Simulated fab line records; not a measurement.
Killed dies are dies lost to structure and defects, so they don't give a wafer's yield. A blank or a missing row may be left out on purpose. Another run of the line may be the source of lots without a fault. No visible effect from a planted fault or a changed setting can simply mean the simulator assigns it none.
What tool caused it? :: flow n5Finfet :: 9 lots, 26 wafers sampled, at 5 steps of a route of 1938

WHAT EACH GAUGE READ, for each wafer
N5_BEOL_M4_RC_MEAS_101. Usual: DIBL_N 36.2 mV/V, standard deviation 2; DIBL_P 36.1 mV/V, standard deviation 2.4; IOFF_N 0.16 nA/um, standard deviation 0.035; IOFF_P 0.22 nA/um, standard deviation 0.041; ION_N 675 uA/um, standard deviation 14; ION_P 465 uA/um, standard deviation 8.6; SS_N 71.5 mV/dec, standard deviation 0.64; SS_P 73.2 mV/dec, standard deviation 0.76; VT_N 250 mV, standard deviation 3.9; VT_P -249 mV, standard deviation 3.4.
lot: L115
measured: day 8 07:03
on: prober-02
DIBL_N (mV/V): 38.0 38.1
DIBL_P (mV/V): 37.1 37.0
IOFF_N (nA/um): 0.19 0.19
IOFF_P (nA/um): 0.23 0.22
ION_N (uA/um): 692 686
ION_P (uA/um): 470 465
SS_N (mV/dec): 72.1 71.9
SS_P (mV/dec): 73.5 73.8
VT_N (mV): 247 249
VT_P (mV): -248 -252
flag: 

lot: L116
measured: day 8 23:46
on: prober-01
DIBL_N (mV/V): 34.7 35.5 35.6
DIBL_P (mV/V): 37.9 37.3 38.7
IOFF_N (nA/um): 0.14 0.15 0.15
IOFF_P (nA/um): 0.24 0.23 0.26
ION_N (uA/um): 670 667 663
ION_P (uA/um): 471 460 470
SS_N (mV/dec): 70.7 71.5 71.1
SS_P (mV/dec): 73.3 73.1 74.4
VT_N (mV): 253 252 251
VT_P (mV): -247 -249 -245
flag: 

lot: L123
measured: day 9 21:13
on: prober-01
DIBL_N (mV/V): 35.8 39.0 36.4
DIBL_P (mV/V): 36.1 40.3 37.6
IOFF_N (nA/um): 0.17 0.22 0.18
IOFF_P (nA/um): 0.22 0.29 0.25
ION_N (uA/um): 674 679 686
ION_P (uA/um): 459 463 467
SS_N (mV/dec): 72.0 72.3 70.7
SS_P (mV/dec): 72.8 73.5 74.2
VT_N (mV): 245 248 248
VT_P (mV): -247 -244 -245
flag: 

lot: L122
measured: day 10 09:42
on: prober-01
DIBL_N (mV/V): 38.1 35.5 39.5
DIBL_P (mV/V): 38.1 34.8 39.4
IOFF_N (nA/um): 0.19 0.14 0.23
IOFF_P (nA/um): 0.27 0.23 0.31
ION_N (uA/um): 684 669 694
ION_P (uA/um): 475 472 474
SS_N (mV/dec): 71.7 71.5 72.5
SS_P (mV/dec): 73.3 72.6 74.0
VT_N (mV): 246 253 246
VT_P (mV): -244 -249 -245
flag: 

lot: L126
measured: day 11 05:33
on: prober-01
DIBL_N (mV/V): 38.2 35.1 32.3
DIBL_P (mV/V): 39.7 34.7 31.9
IOFF_N (nA/um): 0.21 0.14 0.10
IOFF_P (nA/um): 0.33 0.23 0.18
ION_N (uA/um): 696 664 664
ION_P (uA/um): 486 467 468
SS_N (mV/dec): 71.9 71.1 70.6
SS_P (mV/dec): 73.6 73.7 70.9
VT_N (mV): 245 249 255
VT_P (mV): -240 -247 -249
flag: 

lot: L127
measured: day 11 16:47
on: prober-02
DIBL_N (mV/V): 34.5 37.8 36.8
DIBL_P (mV/V): 37.1 40.2 39.5
IOFF_N (nA/um): 0.17 0.21 0.19
IOFF_P (nA/um): 0.26 0.30 0.29
ION_N (uA/um): 700 692 701
ION_P (uA/um): 483 479 482
SS_N (mV/dec): 71.5 72.4 71.1
SS_P (mV/dec): 73.2 73.9 73.4
VT_N (mV): 245 248 248
VT_P (mV): -246 -243 -244
flag: 

lot: L129
measured: day 11 22:15
on: prober-01
DIBL_N (mV/V): 38.9 39.1 36.9
DIBL_P (mV/V): 38.2 38.8 34.9
IOFF_N (nA/um): 0.21 0.21 0.16
IOFF_P (nA/um): 0.26 0.28 0.22
ION_N (uA/um): 693 697 672
ION_P (uA/um): 479 473 459
SS_N (mV/dec): 72.0 71.6 71.2
SS_P (mV/dec): 73.1 74.4 74.1
VT_N (mV): 242 247 247
VT_P (mV): -246 -244 -249
flag: 

lot: L136
measured: day 13 07:56
on: prober-02
DIBL_N (mV/V): 35.1 39.0 39.5
DIBL_P (mV/V): 34.5 38.9 40.1
IOFF_N (nA/um): 0.12 0.17 0.18
IOFF_P (nA/um): 0.15 0.20 0.21
ION_N (uA/um): 673 664 679
ION_P (uA/um): 450 453 456
SS_N (mV/dec): 70.5 72.7 72.6
SS_P (mV/dec): 73.3 74.4 73.8
VT_N (mV): 255 254 256
VT_P (mV): -255 -252 -253
flag: 

lot: L138
measured: day 14 02:49
on: prober-01
DIBL_N (mV/V): 36.4 36.0 33.9
DIBL_P (mV/V): 36.3 36.5 33.8
IOFF_N (nA/um): 0.15 0.14 0.12
IOFF_P (nA/um): 0.18 0.18 0.16
ION_N (uA/um): 654 671 669
ION_P (uA/um): 446 454 458
SS_N (mV/dec): 71.6 71.5 70.8
SS_P (mV/dec): 73.3 73.3 71.7
VT_N (mV): 257 254 254
VT_P (mV): -255 -254 -256
flag: 

WHAT TOOL EACH LOT RAN ON (gives the tool, then ch and the chambers of the sampled wafers, and finally the start)
lot: L115
N5_BEOL_M0_CO_CAP_123: cvdCo-02 ch 0,2, day 6 07:05
N5_BEOL_M1_ETCH_74: rieDiel-05 ch 2,3, day 6 11:06
N5_BEOL_M1_ETCH_64: rieDiel-05 ch 2,3, day 6 11:09
N5_BEOL_M1_HM_OPEN_17: rieMetal-01 ch 0,1, day 6 11:19

lot: L116
N5_BEOL_M0_CO_CAP_123: cvdCo-01 ch 1,2, day 6 07:30
N5_BEOL_M1_ETCH_74: rieDiel-02 ch 0,2,3, day 6 11:16
N5_BEOL_M1_ETCH_64: rieDiel-02 ch 0,2,3, day 6 11:19
N5_BEOL_M1_HM_OPEN_17: rieMetal-03 ch 0,1, day 6 11:29

lot: L123
N5_BEOL_M0_CO_CAP_123: cvdCo-01 ch 0,1, day 8 00:55
N5_BEOL_M1_ETCH_74: rieDiel-05 ch 0,2, day 8 02:25
N5_BEOL_M1_ETCH_64: rieDiel-05 ch 0,2, day 8 02:28
N5_BEOL_M1_HM_OPEN_17: rieMetal-03 ch 0,1, day 8 02:38

lot: L122
N5_BEOL_M0_CO_CAP_123: cvdCo-01 ch 1,2, day 8 02:01
N5_BEOL_M1_ETCH_74: rieDiel-02 ch 0,1,2, day 8 03:52
N5_BEOL_M1_ETCH_64: rieDiel-02 ch 0,1,2, day 8 03:55
N5_BEOL_M1_HM_OPEN_17: rieMetal-01 ch 0,1, day 8 04:05

lot: L126
N5_BEOL_M0_CO_CAP_123: cvdCo-02 ch 0,1,2, day 9 04:22
N5_BEOL_M1_ETCH_74: rieDiel-02 ch 0,1, day 9 06:40
N5_BEOL_M1_ETCH_64: rieDiel-02 ch 0,1, day 9 06:43
N5_BEOL_M1_HM_OPEN_17: rieMetal-01 ch 0,1, day 9 06:55

lot: L127
N5_BEOL_M0_CO_CAP_123: cvdCo-02 ch 0,1,2, day 9 09:08
N5_BEOL_M1_ETCH_74: rieDiel-05 ch 0,3, day 9 10:46
N5_BEOL_M1_ETCH_64: rieDiel-05 ch 0,3, day 9 10:48
N5_BEOL_M1_HM_OPEN_17: rieMetal-01 ch 0,1, day 9 11:00

lot: L129
N5_BEOL_M0_CO_CAP_123: cvdCo-02 ch 0,1, day 9 10:06
N5_BEOL_M1_ETCH_74: rieDiel-05 ch 0,2,3, day 9 12:29
N5_BEOL_M1_ETCH_64: rieDiel-05 ch 0,2,3, day 9 12:32
N5_BEOL_M1_HM_OPEN_17: rieMetal-03 ch 0, day 9 12:41

lot: L136
N5_BEOL_M0_CO_CAP_123: cvdCo-01 ch 0,1, day 11 07:15
N5_BEOL_M1_ETCH_74: rieDiel-02 ch 0,1,3, day 11 08:35
N5_BEOL_M1_ETCH_64: rieDiel-02 ch 0,1,3, day 11 08:38
N5_BEOL_M1_HM_OPEN_17: rieMetal-01 ch 0,1, day 11 08:48

lot: L138
N5_BEOL_M0_CO_CAP_123: cvdCo-01 ch 0,1,2, day 11 19:29
N5_BEOL_M1_ETCH_74: rieDiel-06 ch 1,2,3, day 11 23:07
N5_BEOL_M1_ETCH_64: rieDiel-06 ch 1,2,3, day 11 23:09
N5_BEOL_M1_HM_OPEN_17: rieMetal-02 ch 0,1, day 11 23:19
- N5_BEOL_M0_CO_CAP_123: material Co, precursor CCTBA/H2, target thk 2 nm, time 102.1 s.
- N5_BEOL_M1_ETCH_74: etches underlayer in N2/H2, target depth 6.5 nm, time 5.2 s.
- N5_BEOL_M1_ETCH_64: etches SOC in N2/H2, target depth 75 nm, overetch 15 nm, time 112.5 s.
- N5_BEOL_M1_HM_OPEN_17: chemistry Cl2/BCl3, target TiN, target depth 20 nm, overetch 6 nm.

AS READ BY THE TOOLS THEMSELVES (means over the sampled wafers that have a number; for cases with no such wafer, the mark the record gives instead)
N5_BEOL_M0_CO_CAP_123. Usual: heaterPowerW at 238 W, with a standard deviation of 24.
lot: L115
tool: cvdCo-02
heaterPowerW (W): 234
flag: 

lot: L116
tool: cvdCo-01
heaterPowerW (W): 254
flag: 

lot: L123
tool: cvdCo-01
heaterPowerW (W): 243
flag: 

lot: L122
tool: cvdCo-01
heaterPowerW (W): 256
flag: 

lot: L126
tool: cvdCo-02
heaterPowerW (W): 237
flag: 

lot: L127
tool: cvdCo-02
heaterPowerW (W): 236
flag: 

lot: L129
tool: cvdCo-02
heaterPowerW (W): 242
flag: 

lot: L136
tool: cvdCo-01
heaterPowerW (W): 254
flag: 

lot: L138
tool: cvdCo-01
heaterPowerW (W): 237
flag: 

N5_BEOL_M1_ETCH_74. Usual: biasW 150.0 W, standard deviation 0.46; drypumpMotorCurrentA 5.9 A, standard deviation 0.36; etchRfOnTimeS 5.13 s, standard deviation 0.23; oesProductAu 0.68 a.u., standard deviation 0.067; rfFwdPowerW 819.4 W, standard deviation 2.5; rfVppV 523 V, standard deviation 3.1; showerheadPlenumPTorr 2.51 Torr, standard deviation 0.11; throttleValvePct 17.79 %, standard deviation 0.3.
lot: L115
tool: rieDiel-05
biasW (W): 150.2
drypumpMotorCurrentA (A): 6.0
etchRfOnTimeS (s): 5.29
oesProductAu (a.u.): 0.66
rfFwdPowerW (W): 822.5
rfVppV (V): 523
showerheadPlenumPTorr (Torr): 2.51
throttleValvePct (%): 17.88
flag: 

lot: L116
tool: rieDiel-02
biasW (W): 149.8
drypumpMotorCurrentA (A): 5.7
etchRfOnTimeS (s): 5.20
oesProductAu (a.u.): 0.71
rfFwdPowerW (W): 819.7
rfVppV (V): 526
showerheadPlenumPTorr (Torr): 2.57
throttleValvePct (%): 17.73
flag: 

lot: L123
tool: rieDiel-05
biasW (W): 150.0
drypumpMotorCurrentA (A): 5.7
etchRfOnTimeS (s): 4.92
oesProductAu (a.u.): 0.74
rfFwdPowerW (W): 822.3
rfVppV (V): 520
showerheadPlenumPTorr (Torr): 2.43
throttleValvePct (%): 17.45
flag: 

lot: L122
tool: rieDiel-02
biasW (W): 150.2
drypumpMotorCurrentA (A): 5.6
etchRfOnTimeS (s): 5.16
oesProductAu (a.u.): 0.66
rfFwdPowerW (W): 818.3
rfVppV (V): 523
showerheadPlenumPTorr (Torr): 2.54
throttleValvePct (%): 17.81
flag: 

lot: L126
tool: rieDiel-02
biasW (W): 149.4
drypumpMotorCurrentA (A): 5.8
etchRfOnTimeS (s): 5.01
oesProductAu (a.u.): 0.62
rfFwdPowerW (W): 821.4
rfVppV (V): 523
showerheadPlenumPTorr (Torr): 2.43
throttleValvePct (%): 17.73
flag: 

lot: L127
tool: rieDiel-05
biasW (W): 150.1
drypumpMotorCurrentA (A): 5.7
etchRfOnTimeS (s): 5.08
oesProductAu (a.u.): 0.72
rfFwdPowerW (W): 818.4
rfVppV (V): 523
showerheadPlenumPTorr (Torr): 2.53
throttleValvePct (%): 17.65
flag: 

lot: L129
tool: rieDiel-05
biasW (W): 150.2
drypumpMotorCurrentA (A): 5.8
etchRfOnTimeS (s): 5.13
oesProductAu (a.u.): 0.69
rfFwdPowerW (W): 817.8
rfVppV (V): 522
showerheadPlenumPTorr (Torr): 2.49
throttleValvePct (%): 17.74
flag: 

lot: L136
tool: rieDiel-02
biasW (W): 150.0
drypumpMotorCurrentA (A): 5.8
etchRfOnTimeS (s): 4.98
oesProductAu (a.u.): 0.64
rfFwdPowerW (W): 820.4
rfVppV (V): 521
showerheadPlenumPTorr (Torr): 2.44
throttleValvePct (%): 17.69
flag: 

lot: L138
tool: rieDiel-06
biasW (W): 149.8
drypumpMotorCurrentA (A): 5.9
etchRfOnTimeS (s): 5.12
oesProductAu (a.u.): 0.67
rfFwdPowerW (W): 818.8
rfVppV (V): 522
showerheadPlenumPTorr (Torr): 2.52
throttleValvePct (%): 17.81
flag: 

N5_BEOL_M1_ETCH_64. Usual: biasW 150.0 W (standard deviation 0.49); drypumpMotorCurrentA 5.9 A (standard deviation 0.36); oesProductAu 0.62 a.u. (standard deviation 0.059); rfFwdPowerW 836.8 W (standard deviation 2.6); rfVppV 523 V (standard deviation 3); showerheadPlenumPTorr 2.51 Torr (standard deviation 0.11); throttleValvePct 17.76 % (standard deviation 0.29).
lot: L115
tool: rieDiel-05
biasW (W): 150.4
drypumpMotorCurrentA (A): 6.0
oesProductAu (a.u.): 0.61
rfFwdPowerW (W): 835.6
rfVppV (V): 523
showerheadPlenumPTorr (Torr): 2.51
throttleValvePct (%): 17.83
flag: 

lot: L116
tool: rieDiel-02
biasW (W): 150.2
drypumpMotorCurrentA (A): 5.7
oesProductAu (a.u.): 0.65
rfFwdPowerW (W): 836.8
rfVppV (V): 525
showerheadPlenumPTorr (Torr): 2.57
throttleValvePct (%): 17.70
flag: 

lot: L123
tool: rieDiel-05
biasW (W): 149.3
drypumpMotorCurrentA (A): 5.7
oesProductAu (a.u.): 0.66
rfFwdPowerW (W): 838.6
rfVppV (V): 522
showerheadPlenumPTorr (Torr): 2.43
throttleValvePct (%): 17.40
flag: 

lot: L122
tool: rieDiel-02
biasW (W): 150.1
drypumpMotorCurrentA (A): 5.7
oesProductAu (a.u.): 0.60
rfFwdPowerW (W): 838.1
rfVppV (V): 524
showerheadPlenumPTorr (Torr): 2.54
throttleValvePct (%): 17.76
flag: 

lot: L126
tool: rieDiel-02
biasW (W): 150.3
drypumpMotorCurrentA (A): 5.7
oesProductAu (a.u.): 0.56
rfFwdPowerW (W): 837.5
rfVppV (V): 521
showerheadPlenumPTorr (Torr): 2.43
throttleValvePct (%): 17.69
flag: 

lot: L127
tool: rieDiel-05
biasW (W): 110.0
drypumpMotorCurrentA (A): 5.6
oesProductAu (a.u.): 0.66
rfFwdPowerW (W): 835.3
rfVppV (V): 431
showerheadPlenumPTorr (Torr): 2.53
throttleValvePct (%): 17.62
flag: OFF

lot: L129
tool: rieDiel-05
biasW (W): 110.4
drypumpMotorCurrentA (A): 5.8
oesProductAu (a.u.): 0.63
rfFwdPowerW (W): 835.7
rfVppV (V): 429
showerheadPlenumPTorr (Torr): 2.49
throttleValvePct (%): 17.69
flag: OFF

lot: L136
tool: rieDiel-02
biasW (W): 150.0
drypumpMotorCurrentA (A): 5.8
oesProductAu (a.u.): 0.59
rfFwdPowerW (W): 838.0
rfVppV (V): 522
showerheadPlenumPTorr (Torr): 2.44
throttleValvePct (%): 17.66
flag: 

lot: L138
tool: rieDiel-06
biasW (W): 149.7
drypumpMotorCurrentA (A): 5.9
oesProductAu (a.u.): 0.61
rfFwdPowerW (W): 836.2
rfVppV (V): 522
showerheadPlenumPTorr (Torr): 2.52
throttleValvePct (%): 17.79
flag: 

N5_BEOL_M1_HM_OPEN_17. Usual: bcl3FlowSccm 21.76 sccm, standard deviation 0.06; drypumpMotorCurrentA 5.8 A, standard deviation 0.45; heBacksideLeakSccm 3.30 sccm, standard deviation 0.19; oesProductAu 0.66 a.u., standard deviation 0.1; rfFwdPowerW 991 W, standard deviation 3.9; throttleValvePct 21.8 %, standard deviation 0.34.
lot: L115
tool: rieMetal-01
bcl3FlowSccm (sccm): 21.75
drypumpMotorCurrentA (A): 5.5
heBacksideLeakSccm (sccm): 3.27
oesProductAu (a.u.): 0.72
rfFwdPowerW (W): 994
throttleValvePct (%): 21.7
flag: 

lot: L116
tool: rieMetal-03
bcl3FlowSccm (sccm): 21.70
drypumpMotorCurrentA (A): 6.2
heBacksideLeakSccm (sccm): 3.27
oesProductAu (a.u.): 0.52
rfFwdPowerW (W): 989
throttleValvePct (%): 22.3
flag: 

lot: L123
tool: rieMetal-03
bcl3FlowSccm (sccm): 21.69
drypumpMotorCurrentA (A): 6.2
heBacksideLeakSccm (sccm): 3.52
oesProductAu (a.u.): 0.52
rfFwdPowerW (W): 986
throttleValvePct (%): 22.3
flag: 

lot: L122
tool: rieMetal-01
bcl3FlowSccm (sccm): 21.73
drypumpMotorCurrentA (A): 5.6
heBacksideLeakSccm (sccm): 3.23
oesProductAu (a.u.): 0.71
rfFwdPowerW (W): 993
throttleValvePct (%): 21.6
flag: 

lot: L126
tool: rieMetal-01
bcl3FlowSccm (sccm): 21.71
drypumpMotorCurrentA (A): 5.5
heBacksideLeakSccm (sccm): 3.25
oesProductAu (a.u.): 0.69
rfFwdPowerW (W): 996
throttleValvePct (%): 21.8
flag: 

lot: L127
tool: rieMetal-01
bcl3FlowSccm (sccm): 21.73
drypumpMotorCurrentA (A): 5.6
heBacksideLeakSccm (sccm): 3.26
oesProductAu (a.u.): 0.71
rfFwdPowerW (W): 993
throttleValvePct (%): 21.7
flag: 

lot: L129
tool: rieMetal-03
bcl3FlowSccm (sccm): 21.80
drypumpMotorCurrentA (A): 6.2
heBacksideLeakSccm (sccm): 3.50
oesProductAu (a.u.): 0.51
rfFwdPowerW (W): 992
throttleValvePct (%): 22.2
flag: 

lot: L136
tool: rieMetal-01
bcl3FlowSccm (sccm): 21.77
drypumpMotorCurrentA (A): 5.6
heBacksideLeakSccm (sccm): 3.16
oesProductAu (a.u.): 0.69
rfFwdPowerW (W): 994
throttleValvePct (%): 21.7
flag: 

lot: L138
tool: rieMetal-02
bcl3FlowSccm (sccm): 21.79
drypumpMotorCurrentA (A): 5.6
heBacksideLeakSccm (sccm): 3.10
oesProductAu (a.u.): 0.69
rfFwdPowerW (W): 991
throttleValvePct (%): 21.5
flag: 

THE ANSWER, worked out from the rows above alone
Rule: lot off if the mean of its wafers having a number is beyond 3 standard deviations from the usual mean. A lot without any number at a reading at which 4 lots or more have one is off too. Any other lot the step has rows for is counted as sound. The gauges are gone through in route order, then the tools' own readings, and for those a lot's mean is taken as printed above. The first step at which some lot is off is used, and at that step the reading that is off furthest; a lot without a number counts as furthest.
Off: L127, L129, at N5_BEOL_M1_ETCH_64 (biasW).
A tool fits if, at that step or a process step before it, it ran every lot that is off, and no sound lot after the first of them. 2 tools fit, cvdCo-02 at N5_BEOL_M0_CO_CAP_123 and rieDiel-05 at N5_BEOL_M1_ETCH_74 and N5_BEOL_M1_ETCH_64, so this cannot tell which one it is.

WHAT THE SIMULATOR HAD INSERTED
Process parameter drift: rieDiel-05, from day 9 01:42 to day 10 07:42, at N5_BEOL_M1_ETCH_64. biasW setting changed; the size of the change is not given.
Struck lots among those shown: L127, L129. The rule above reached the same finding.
